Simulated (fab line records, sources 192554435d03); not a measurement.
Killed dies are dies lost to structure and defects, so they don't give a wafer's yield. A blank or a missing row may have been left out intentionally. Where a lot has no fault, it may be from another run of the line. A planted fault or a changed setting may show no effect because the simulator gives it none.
Problem report in the 8D (eight disciplines) form, filled by code -- flow n5Finfet -- the parts of the form that need people (team, actions taken, sign-off) are left out

== 1. THE PROBLEM ==
At N5_BEOL_M7_OCD_MEAS_38, trenchDepthNm averages 117.1 nm over 5 wafers from 3 lots, while fault-free wafers read 93.0 nm, standard deviation 1.5. Relative to the usual mean, that is a shift of +16 standard deviations.
First seen on wafer L305.2, day 11 14:19, on ocd-02. The record has a number at this step for 18 wafers belonging to 7 lots. Rule for "out" (also "out of limits"): further than 4 standard deviations from the usual mean. The rest of the wafers with a number are treated as sound.

== 2. WHAT THIS IS AND IS NOT ==
question,is,is not
which readings at this step,trenchDepthNm,-
which lots,"L305, L310, L311","L298, L301, L304, L317"
which wafers of those lots,"L305.2, L305.6, L310.2, L310.6, L311.2",L311.5
read on which gauges,"ocd-01, ocd-02",-
when,from day 11 14:19,"up to then (9 sound wafers); but 4 sound wafers of L311, L317 came after"

== 3. WHAT RULES OUT EACH SUSPECT ==
Counting: a tool at a process step up to the reading stays a suspect if it ran every lot that is out. Sound lots after the first of them don't rule it out here, since some wafers of a struck lot are sound.
- the gauge at N5_BEOL_M7_OCD_MEAS_38 is ruled out. The wafers that are out were read on 2 gauges (ocd-01, ocd-02).
- rieDiel-06 at N5_BEOL_M7_TRENCH_ETCH_37 (etches SiCOH lowk in C4F6/O2, target depth 93.478 nm, time 31.2 s): kept. Every lot that is out went through it, the first being L305 (day 11 14:10); the last sound lot it ran before that was L301 (day 10 14:20). On those wafers its own readings are out: runLengthS.
- Within rieDiel-06 at N5_BEOL_M7_TRENCH_ETCH_37: the wafers that are out ran in chambers 1, 2; their sound lot-mates ran in chamber 0.
Left after counting: rieDiel-06 at N5_BEOL_M7_TRENCH_ETCH_37.

== 4. THE CAUSE (what the simulator had put in) ==
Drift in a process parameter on rieDiel-06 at N5_BEOL_M7_TRENCH_ETCH_37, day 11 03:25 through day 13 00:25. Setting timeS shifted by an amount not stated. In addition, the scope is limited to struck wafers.
After counting, this tool was the only one left.

== 5. SEQUENCE OF EFFECTS, ordered by route ==
One row per reading whose mean, taken over the struck wafers that have a number, lies over 3 standard deviations from the usual. Readings are gone through only where the record gives a usual standard deviation; hours: the median, over the lots, of the time from a lot's start at the first step in this table giving one to that lot's start at this step; sigmas: the change measured in usual standard deviations.
hours,step,reading,usual,on struck wafers,change,sigmas
0,N5_BEOL_M7_TRENCH_ETCH_37,runLengthS,54.6 s,63.3,+8.7,+18
0,N5_BEOL_M7_OCD_MEAS_38,trenchDepthNm,93.0 nm,117.1,+24.1,+16
3,N5_BEOL_M7_THK_MEAS_53,M7_THK,78.2 nm,102.6,+24.4,+12
3,N5_BEOL_M7_RS_MEAS_57,M7_RS,0.292 ohm/sq,0.215,-0.077,-8.4
65,N5_BEOL_M15_RC_MEAS_101,SERP_M7,14.3 ohm/um,11.1,-3.2,-4.3
65,N5_BEOL_M15_RC_MEAS_101,SERP_M7_max_site,14.9 ohm/um,11.4,-3.5,-4.3
It contains these process steps:
- N5_BEOL_M7_TRENCH_ETCH_37: etches SiCOH lowk in C4F6/O2, target depth 93.478 nm, time 31.2 s.

== 6. HOW IT WOULD HAVE BEEN CAUGHT EARLIER ==
Counted from the fault's start at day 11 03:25, it took 11 hours until the first out-of-limits reading at a measuring or inspecting step in this record, taken at day 11 14:19.
At N5_BEOL_M7_TRENCH_ETCH_37, the tool's own readings (runLengthS) were out on each struck wafer the step has a row for, so an alarm limit on them would have fired on the first such wafer.
L310, L311, from the lots that are out (3), started N5_BEOL_M7_TRENCH_ETCH_37 on rieDiel-06 later than day 11 14:19. A hold on the tool at that time would have spared those 2.
